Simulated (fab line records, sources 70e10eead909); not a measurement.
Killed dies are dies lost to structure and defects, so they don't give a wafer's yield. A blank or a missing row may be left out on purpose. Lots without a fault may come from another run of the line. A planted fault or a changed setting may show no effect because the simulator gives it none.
fab line records | flow nand_harc | part 1 of 2: steps 1 to 3 of 6
record lots=21 wafers=63 last_day=24
route steps=1159 shown A_STAIRCASE@616
lots that met no fault: from a run of the same line without faults
start_h: hours from the record's first day to the start of the lot's first wafer shown | wait_h: hours since the lot's step before | " the same as in the row above | L1.1+2: a row that stands for several wafers | - no value, or no start given | * or withheld: withheld | < > ~ a bound
route shown NAME@n: a module of which the file shows steps, and the number in the route of the first | usual: mean/standard deviation of fault-free wafers | same: alike in all rows | chamber/n: place in a boat | sites: the reading at each site | _std_site: their standard deviation | _edge_site: outer sites' mean less inner sites' | radius_mm: how far each site lies from the wafer's centre | mask NAME#n: copy n | behind: the tool/chamber that last shaped the wafer | hold: why the lot was held/for how many hours/how that ended | device: the transistor (n, p or np) that didn't switch | end of line: the same wafers' tests at the end of the route | a step without rows: its recipe alone | killed: dies lost to structure and defects at the first sort, not the wafer's yield | map: a wafer's dies, x killed, . not, _ none there
set.NAME: the setting as run; set.NAME@STEP: as run at that earlier step | model.NAME: the simulator's own value behind a step, which no gauge read
steps of the route over a sample of lots; a table a step, a row a wafer
services: from which hour (start_h, from the record's first day; less than 0 if before it) a tool's chamber was out of use, for how many hours, and why
## steps
# step NHARC_A_STAIRCASE_TRIM_222
# recipe time_s=211.2 o2_flow_sccm=500 ar_flow_sccm=0 bias_w=0 chemistry=O2
# usual drypump_motor_current_A=6.1/0.45 mfc_ar_sccm=0.005/0.009 oes_product_au=1.001/0.0092 rf_vpp_V=57.5/0.92 showerhead_plenum_p_Torr=3.44/0.094 throttle_valve_pct=17.037/0.0095
# columns lot.wafer tool chamber start_h wait_h drypump_motor_current_A mfc_ar_sccm oes_product_au rf_hours_counter_h rf_vpp_V showerhead_plenum_p_Torr throttle_valve_pct
L076.4 rie_diel-10 0 - - 5.7 0.014 0.993 20 58.5 3.41 17.040
L076.2 " 2 " " 5.0 0.017 0.986 28 57.7 3.41 17.034
L076.6 " 0 " " 5.7 0.014 0.993 - 57.0 3.41 17.039
L077.2 rie_diel-13 0 - - 5.7 0.014 1.008 53 57.6 3.53 17.047
L077.3 " 1 " " 6.6 0 1.011 49 55.5 3.49 17.022
L077.5 " 0 " " 5.7 0.014 1.007 - 57.2 3.53 17.040
L078.1 rie_diel-13 0 - - 5.8 0.014 1.014 54 56.1 3.53 17.041
L078.5 " 1 " " 6.6 0 1.007 - 57.6 3.49 17.060
L078.6 " 2 " " 5.9 0.027 1.013 - 56.6 3.37 17.039
L079.1 rie_diel-09 3 - - 6.6 0 1.013 7 57.8 3.34 17.037
L079.4 " 0 " " 5.7 0 1.001 7 56.7 3.56 17.027
L079.2 " 2 " " 6.5 0 1.003 6 58.0 3.35 17.038
L080.1 rie_diel-13 3 - - 6.2 0 1.013 2 58.0 3.47 17.042
L080.2 " 2 " " 5.9 0.027 1.001 1 57.7 3.36 17.024
L080.5 " 0 " " 5.7 0.014 1.012 - 57.6 3.53 17.058
L081.4 rie_diel-09 3 - - 6.6 0 1.011 10 57.7 3.34 17.020
L081.1 " 2 " " 6.5 0 0.990 9 56.8 3.35 17.017
L081.6 " 0 " " 5.7 0 0.986 - 56.1 3.56 17.039
L082.1 rie_diel-10 2 - - 5.0 0.017 0.990 41 56.6 3.40 17.043
L082.4 " 0 " " 5.7 0.014 1.003 34 58.0 3.40 17.026
L082.6 " 2 " " 5.0 0.017 0.987 - 59.4 3.40 17.031
L083.2 rie_diel-09 2 - - 6.5 0 0.980 10 56.7 3.35 17.040
L083.1 " 3 " " 6.6 0 1.011 11 58.4 3.34 17.046
L083.5 " 0 " " 5.7 0 0.993 - 57.6 3.55 17.045
L084.3 rie_diel-09 1 - - 6.2 0 1.011 12 56.1 3.40 17.046
L084.2 " 2 " " 6.5 0 0.992 11 56.9 3.35 17.027
L084.5 " 2 " " 6.5 0 0.997 - 57.9 3.35 17.025
L086.1 rie_diel-13 2 - - 5.9 0.027 0.995 14 57.8 3.36 17.031
L086.3 " 0 " " 5.7 0.014 1.000 13 58.8 3.52 17.053
L086.6 " 1 " " 6.7 0 1.005 - 57.5 3.48 17.032
L085.1 rie_diel-09 3 - - 6.6 0 1.012 23 57.6 3.33 17.037
L085.6 " 3 " " 6.6 0 1.002 - 59.0 3.33 17.038
L085.5 " 0 " " 5.6 0 0.981 - 58.3 3.55 17.039
L089.1 rie_diel-10 1 - - 5.4 0.016 0.996 55 58.4 3.68 17.054
L089.2 " 3 " " 5.8 0 1.014 59 58.2 3.49 17.027
L089.5 " 2 " " 5.0 0.017 1.001 - 57.8 3.39 17.041
L088.2 rie_diel-09 0 - - 5.7 0 0.997 25 57.0 3.55 17.038
L088.4 " 2 " " 6.5 0 0.997 25 57.9 3.34 17.025
L088.1 " 3 " " 6.6 0 1.007 26 58.5 3.33 17.037
L090.3 rie_diel-13 0 - - 5.7 0.014 1.011 18 57.2 3.52 17.032
L090.1 " 3 " " 6.2 0 0.999 20 59.0 3.46 17.043
L090.6 " 0 " " 5.7 0.014 1.008 - 58.1 3.52 17.053
L092.1 rie_diel-09 1 - - 6.2 0 1.017 31 56.5 3.39 17.030
L092.2 " 2 " " 6.5 0 0.995 33 58.4 3.34 17.052
L092.4 " 0 " " 5.7 0 0.985 31 58.7 3.54 17.038
L094.3 rie_diel-13 2 - - 5.9 0.027 1.006 24 56.6 3.35 17.047
L094.1 " 3 " " 6.2 0 0.998 23 56.5 3.46 17.023
L094.4 " 0 " " 5.7 0.014 0.999 25 58.3 3.52 17.053
L093.3 rie_diel-09 3 - - 6.6 0 1.005 37 56.4 3.32 17.040
L093.1 " 1 " " 6.2 0 1.004 33 57.1 3.38 17.046
L093.4 " 2 " " 6.5 0 0.988 35 55.6 3.34 17.040
L091.1 rie_diel-09 0 - - 5.6 0 0.999 35 57.7 3.54 17.047
L091.5 " 2 " " 6.5 0 1.005 - 57.8 3.34 17.017
L091.6 " 3 " " 6.6 0 0.998 - 57.3 3.32 17.047
L096.2 rie_diel-10 0 - - 5.7 0.014 0.989 1 57.0 3.39 17.036
L096.4 " 2 " " 5.0 0.017 1.003 1 59.3 3.39 17.027
L096.6 " 0 " " 5.7 0.014 0.984 - 56.3 3.39 17.036
L095.3 rie_diel-13 2 - - 5.9 0.027 1.003 35 57.2 3.35 17.024
L095.2 " 3 " " 6.2 0 0.996 33 58.0 3.45 17.027
L095.1 " 0 " " 5.7 0.014 1.003 34 57.4 3.51 17.034
L097.1 rie_diel-09 1 - - 6.2 0 1.000 48 57.4 3.38 17.040
L097.3 " 2 " " 6.5 0 0.989 50 55.6 3.33 17.038
L097.5 " 1 " " 6.2 0 1.007 - 56.7 3.38 17.038
# step NHARC_A_STAIRCASE_TRIM_229
# recipe time_s=211.2 o2_flow_sccm=500 ar_flow_sccm=0 bias_w=0 chemistry=O2
# usual drypump_motor_current_A=6.0/0.47 mfc_ar_sccm=0.006/0.0088 oes_product_au=1.001/0.0085 rf_vpp_V=57.6/0.83 showerhead_plenum_p_Torr=3.45/0.1 throttle_valve_pct=17.036/0.0096
# columns lot.wafer tool chamber start_h wait_h drypump_motor_current_A mfc_ar_sccm oes_product_au rf_hours_counter_h rf_vpp_V showerhead_plenum_p_Torr throttle_valve_pct
L076.4 rie_diel-13 1 258.93 0.2 6.6 0 1.010 50 57.8 3.49 17.043
L076.2 " 2 " " 5.9 0.027 1.007 56 58.7 3.37 17.027
L076.6 " 3 " " 6.2 0 1.009 - 56.9 3.47 17.044
L077.3 rie_diel-13 1 259.99 0.1 6.7 0 1.004 50 58.9 3.49 17.033
L077.2 " 3 " " 6.2 0 1.009 57 58.7 3.47 17.045
L077.5 " 1 " " 6.7 0 0.999 - 58.2 3.49 17.034
L078.1 rie_diel-10 2 261.45 0.2 5.0 0.017 0.988 31 57.5 3.41 17.018
L078.5 " 2 " " 5.0 0.017 0.996 - 56.8 3.41 17.020
L078.6 " 3 " " 5.9 0 1.004 - 57.6 3.50 17.041
L079.1 rie_diel-10 3 286.47 0.1 5.8 0 1.003 40 57.0 3.50 17.043
L079.2 " 0 " " 5.7 0.014 1.012 31 58.9 3.40 17.026
L079.4 " 1 " " 5.4 0.016 0.991 38 58.7 3.69 17.028
L080.1 rie_diel-09 0 288.10 0.1 5.6 0 0.988 9 56.8 3.56 17.019
L080.2 " 1 " " 6.2 0 0.993 8 58.2 3.40 17.039
L080.5 " 0 " " 5.7 0 0.994 - 56.3 3.56 17.034
L081.1 rie_diel-10 1 294.43 0.1 5.4 0.016 0.993 42 58.6 3.69 17.028
L081.4 " 2 " " 5.0 0.017 0.996 42 58.7 3.40 17.016
L081.6 " 1 " " 5.4 0.016 1.006 - 58.3 3.69 17.046
L082.1 rie_diel-09 0 294.45 0.1 5.6 0 0.992 12 57.2 3.56 17.052
L082.4 " 2 " " 6.5 0 1.003 10 57.3 3.35 17.040
L082.6 " 0 " " 5.7 0 1.006 - 57.0 3.56 17.040
L083.2 rie_diel-09 1 297.00 0.1 6.2 0 1.008 12 58.0 3.40 17.042
L083.1 " 2 " " 6.5 0 0.990 11 57.2 3.35 17.040
L083.5 " 3 " " 6.6 0 1.012 - 57.9 3.34 17.038
L084.2 rie_diel-09 1 300.36 0.1 6.2 0 1.014 13 58.1 3.40 17.037
L084.3 " 3 " " 6.6 0 1.016 12 56.4 3.34 17.026
L084.5 " 1 " " 6.2 0 1.011 - 57.8 3.39 17.036
L086.1 rie_diel-13 3 323.62 0.1 6.2 0 1.007 15 58.0 3.46 17.044
L086.3 " 1 " " 6.6 0 1.027 13 57.2 3.48 17.021
L086.6 " 3 " " 6.2 0 1.010 - 59.0 3.46 17.055
L085.1 rie_diel-09 1 324.91 0.1 6.2 0 0.991 22 58.3 3.39 17.051
L085.5 " 1 " " 6.2 0 0.991 - 57.9 3.39 17.036
L085.6 " 2 " " 6.5 0 0.985 - 57.2 3.34 17.037
L089.1 rie_diel-09 1 330.74 0.1 6.2 0 1.000 24 57.3 3.39 17.034
L089.2 " 3 " " 6.6 0 1.007 26 58.6 3.33 17.026
L089.5 " 2 " " 6.5 0 1.004 - 57.6 3.34 17.042
L088.2 rie_diel-10 3 331.48 0.1 5.9 0 1.006 59 59.2 3.48 17.054
L088.1 " 1 " " 5.4 0.016 1.003 56 57.7 3.68 17.039
L088.4 " 2 " " 5.0 0.017 0.987 58 56.3 3.39 17.028
L090.3 rie_diel-10 3 338.10 0.1 5.9 0 1.007 61 59.0 3.48 17.040
L090.1 " 0 " " 5.7 0.014 0.990 49 58.7 3.39 17.023
L090.6 " 2 " " 5.0 0.017 0.996 - 58.9 3.39 17.048
L092.2 rie_diel-09 2 351.13 0.1 6.5 0 0.995 33 57.8 3.34 17.057
L092.4 " 3 " " 6.6 0 1.008 33 57.6 3.32 17.028
L092.1 " 0 " " 5.6 0 0.993 31 56.9 3.54 17.045
L094.4 rie_diel-13 2 352.12 0.1 5.9 0.027 1.004 25 56.8 3.35 17.024
L094.1 " 3 " " 6.2 0 1.000 24 55.9 3.46 17.039
L094.3 " 0 " " 5.7 0.014 1.008 25 58.2 3.52 17.033
L093.1 rie_diel-09 2 357.19 0.2 6.5 0 0.991 36 58.0 3.34 17.035
L093.4 " 3 " " 6.6 0 1.013 38 55.7 3.32 17.055
L093.3 " 0 " " 5.6 0 0.995 35 59.2 3.54 17.043
L091.1 rie_diel-09 1 359.89 0.1 6.2 0 1.008 36 58.0 3.38 17.022
L091.6 " 3 " " 6.6 0 1.006 - 57.6 3.32 17.033
L091.5 " 0 " " 5.6 0 0.995 - 57.2 3.54 17.032
L096.4 rie_diel-10 1 367.55 0.1 5.4 0.016 1.000 1 57.9 3.68 17.034
L096.2 " 0 " " 5.7 0.014 0.998 1 57.1 3.39 17.025
L096.6 " 2 " " 5.0 0.017 0.995 - 58.6 3.39 17.043
L095.1 rie_diel-13 0 369.36 0.1 5.7 0.014 0.997 34 56.7 3.51 17.048
L095.3 " 1 " " 6.6 0 1.009 33 56.4 3.47 17.036
L095.2 " 2 " " 5.9 0.027 1.007 35 57.5 3.35 17.043
L097.3 rie_diel-09 2 390.34 0.1 6.5 0 0.989 51 56.7 3.33 17.038
L097.1 " 3 " " 6.6 0 1.004 50 58.4 3.32 17.035
L097.5 " 1 " " 6.2 0 0.999 - 58.2 3.38 17.056
# step NHARC_A_STAIRCASE_ETCH_253
# recipe target_depth_a=500 time_s=20.2 ion_energy_ev=400 c4f8_flow_sccm=20 o2_flow_sccm=10 ar_flow_sccm=withheld rf_w=600 bias_w=1000 chemistry=C4F8/O2
# usual oes_product_au=0.950/0.02 rf_fwd_power_W=587.6/2.9 rf_vpp_V=893/3.7
# columns lot.wafer tool chamber start_h wait_h oes_product_au rf_fwd_power_W rf_hours_counter_h rf_vpp_V
L076.4 rie_diel-13 3 262.68 0.1 0.972 586.6 58 894
L076.2 " 0 " " 0.981 590.3 56 895
L076.6 " 0 " " 0.970 588.3 - 896
L077.3 rie_diel-09 2 263.58 0.1 0.980 590.3 0 889
L077.2 " 0 " " 0.954 584.3 0 898
L077.5 " 2 " " 0.982 589.1 - 890
L078.1 rie_diel-09 3 264.53 0.1 0.962 584.6 0 891
L078.5 " 0 " " 0.956 586.2 - 897
L078.6 " 1 " " 0.971 590.6 - 891
L079.1 rie_diel-13 1 289.26 0.1 0.975 586.9 2 894
L079.4 " 2 " " 0.960 582.4 2 889
L079.2 " 0 " " 0.949 591.6 2 895
L080.1 rie_diel-13 0 290.93 0.1 0.957 591.5 3 896
L080.2 " 1 " " 0.956 582.9 2 895
L080.5 " 3 " " 0.947 589.9 - 894
L081.4 rie_diel-13 1 297.19 0.1 0.951 584.9 5 896
L081.1 " 2 " " 0.944 586.1 5 890
L081.6 " 1 " " 0.957 585.4 - 894
L082.4 rie_diel-10 0 297.36 0.1 0.950 588.6 35 891
L082.1 " 1 " " 0.944 584.9 43 902
L082.6 " 0 " " 0.955 589.9 - 891
L083.1 rie_diel-09 3 299.53 0.1 0.951 583.9 12 890
L083.2 " 1 " " 0.941 588.6 12 889
L083.5 " 3 " " 0.947 580.0 - 887
L084.2 rie_diel-09 2 302.90 0.1 0.937 587.0 12 889
L084.3 " 0 " " 0.948 587.0 14 896
L084.5 " 3 " " 0.959 586.9 - 889
L086.3 rie_diel-09 3 326.55 0.1 0.966 582.2 24 889
L086.1 " 1 " " 0.960 591.3 23 891
L086.6 " 0 " " 0.953 586.0 - 896
L085.1 rie_diel-09 2 327.61 0.1 0.937 589.8 24 891
L085.6 " 0 " " 0.935 586.2 - 897
L085.5 " 1 " " 0.953 590.5 - 890
L089.2 rie_diel-10 3 333.43 0.1 0.948 592.6 60 895
L089.1 " 2 " " 0.967 584.5 58 891
L089.5 " 0 " " 0.945 588.1 - 892
L088.2 rie_diel-10 3 334.35 0.1 0.932 590.4 60 895
L088.4 " 0 " " 0.915 591.5 49 892
L088.1 " 2 " " 0.929 583.1 59 891
L090.1 rie_diel-10 2 340.88 0.2 0.956 585.7 60 890
L090.3 " 3 " " 0.951 591.6 61 893
L090.6 " 3 " " 0.955 590.8 - 894
L092.4 rie_diel-09 0 355.32 0.1 0.970 584.7 34 899
L092.2 " 1 " " 0.968 589.1 33 892
L092.1 " 2 " " 0.960 586.3 35 888
L094.3 rie_diel-09 0 356.66 0.2 0.930 585.7 35 897
L094.1 " 1 " " 0.934 593.0 34 891
L094.4 " 2 " " 0.920 590.3 36 889
L093.1 rie_diel-09 2 361.57 0.1 0.919 588.0 40 887
L093.4 " 3 " " 0.922 586.9 41 888
L093.3 " 1 " " 0.924 585.8 37 891
L091.1 rie_diel-10 3 363.35 0.1 0.969 589.6 0 893
L091.6 " 0 " " 0.970 586.5 - 891
L091.5 " 1 " " 0.959 588.4 - 901
L096.2 rie_diel-10 1 370.22 0.2 0.942 589.4 2 902
L096.4 " 3 " " 0.941 590.9 2 894
L096.6 " 0 " " 0.922 591.1 - 891
L095.2 rie_diel-09 3 372.20 0.1 0.972 582.1 44 889
L095.1 " 0 " " 0.963 581.1 41 895
L095.3 " 1 " " 0.986 589.8 40 889
L097.1 rie_diel-10 0 393.00 0.1 0.898 588.0 11 891
L097.3 " 3 " " 0.910 593.2 11 894
L097.5 " 0 " " 0.914 591.0 - 890
